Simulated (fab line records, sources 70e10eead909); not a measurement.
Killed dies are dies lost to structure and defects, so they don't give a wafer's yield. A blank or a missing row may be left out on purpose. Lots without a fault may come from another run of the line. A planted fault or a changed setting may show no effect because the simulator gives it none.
A struck lot beside a sound one | flow nand_harc | 15 steps out of a route of 1302
Sound: wafers L772.2, L772.4, L772.6. Struck: wafers L775.1, L775.2, L775.4. The cause comes at the end.
At each step with rows: each side's tool, then ch and its chambers, then its first start. Under that, the readings that differ: sound wafers | struck wafers | difference of the means | sigmas: that difference in standard deviations of wafers without a fault.
alike: readings whose means differ by less than 2 such deviations, and words and numbers that are the same on both sides. not compared: withheld readings, readings that some wafer has no value for, bounds like >300 that may hide the same value, and numbers for which the record gives no deviation and whose values overlap.
The two part at a step that has a row with sigmas, a row that says differs or no value, or rows on one side only. Numbers that don't overlap but have no deviation are shown without sigmas and don't part them. A reading that every wafer of one side lacks parts them only if that side has two wafers or more.

first, 5 steps without rows for these wafers: NHARC_A_BONDPAD_SOFTBAKE_04 (time 70 s); NHARC_A_BONDPAD_EBR_05; NHARC_A_BONDPAD_EXPOSE_06 (exposes mask A BPAD); NHARC_A_BONDPAD_PEB_07 (peb time 80 s); NHARC_A_BONDPAD_DEVELOP_08 (time 50 s).
NHARC_A_BONDPAD_CD_MEAS_09: target cd 500 nm.
  sound on cd_sem-01 ch 0, day 26 09:53; struck on cd_sem-02 ch 0, day 26 22:32
  alike: cd_nm
NHARC_A_BONDPAD_OVL_MEAS_35:
  sound on overlay-02, day 26 09:59; struck on overlay-01, day 26 22:38
  alike: overlay_x_nm, overlay_y_nm
then, 1 step without rows for these wafers: NHARC_A_BONDPAD_HARDBAKE_10 (time 65 s).
NHARC_A_BONDPAD_DESCUM_11: chemistry O2, time 3 s.
  sound on rie_diel-03 ch 2,3, day 26 10:06; struck on rie_diel-05 ch 0,1,3, day 26 22:45
  alike: drypump_motor_current_A, oes_product_au, rf_vpp_V, showerhead_plenum_p_Torr, throttle_valve_pct
  not compared: rf_hours_counter_h
NHARC_A_BONDPAD_ETCH_34: etches the open film in N2/H2, target depth 60 nm, overetch 18 nm, time 65.91 s.
  sound on rie_diel-03 ch 0,1,2, day 26 10:12; struck on rie_diel-05 ch 1,2,3, day 26 22:50
  alike: drypump_motor_current_A, oes_product_au, rf_vpp_V, showerhead_plenum_p_Torr, throttle_valve_pct
  not compared: rf_hours_counter_h
NHARC_A_BONDPAD_ETCH_12: etches the open film in CHF3/O2, target depth 220 nm, time 110 s.
  sound on rie_diel-03 ch 1,2; struck on rie_diel-05 ch 0,2,3
  reading                         | sound             | struck            | difference | sigmas
  rf_vpp_V (V)                    | 371.5 375.1 375.1 | 369.7 370.9 369.1 | -4.0       | -2
  showerhead_plenum_p_Torr (Torr) | 2.47 2.58 2.58    | 2.34 2.39 2.31    | -0.20      | -3
  alike: drypump_motor_current_A, oes_product_au, throttle_valve_pct
  not compared: rf_hours_counter_h
NHARC_A_BONDPAD_CD_MEAS_13:
  sound on cd_sem-01, day 26 10:31; struck on cd_sem-03, day 26 23:04
  alike: cd_nm
NHARC_A_BONDPAD_STRIP_15: strips in O2.
  sound on rie_diel-03 ch 2,3, day 26 10:43; struck on rie_diel-11 ch 1,2,3, day 26 23:08
  reading                        | sound             | struck            | difference | sigmas
  chamber_pressure_mTorr (mTorr) | 60.01 59.96 60.12 | 50.94 51.21 51.02 | -8.97      | -99 or more
  drypump_motor_current_A (A)    | 5.3 5.2 5.3       | 5.9 6.3 6.0       | +0.8       | +2
  alike: oes_product_au, rf_vpp_V, showerhead_plenum_p_Torr, throttle_valve_pct
  not compared: rf_hours_counter_h
NHARC_A_BONDPAD_ETCH_24: etches the open film in CF4/N2, target depth 30 nm, time 72.99 s.
  sound on rie_diel-03 ch 0,1,3; struck on rie_diel-11 ch 0,1,2
  alike: drypump_motor_current_A, oes_product_au, rf_vpp_V, showerhead_plenum_p_Torr, throttle_valve_pct
  not compared: rf_hours_counter_h
NHARC_END_SORT_01:
  the record has rows for the struck wafers here (prober-01 ch 0, day 28 04:42) and none for the sound ones

WHERE THEY PART
First at NHARC_A_BONDPAD_ETCH_12; last, within this record, at NHARC_END_SORT_01.

WHY: what the simulator had put in
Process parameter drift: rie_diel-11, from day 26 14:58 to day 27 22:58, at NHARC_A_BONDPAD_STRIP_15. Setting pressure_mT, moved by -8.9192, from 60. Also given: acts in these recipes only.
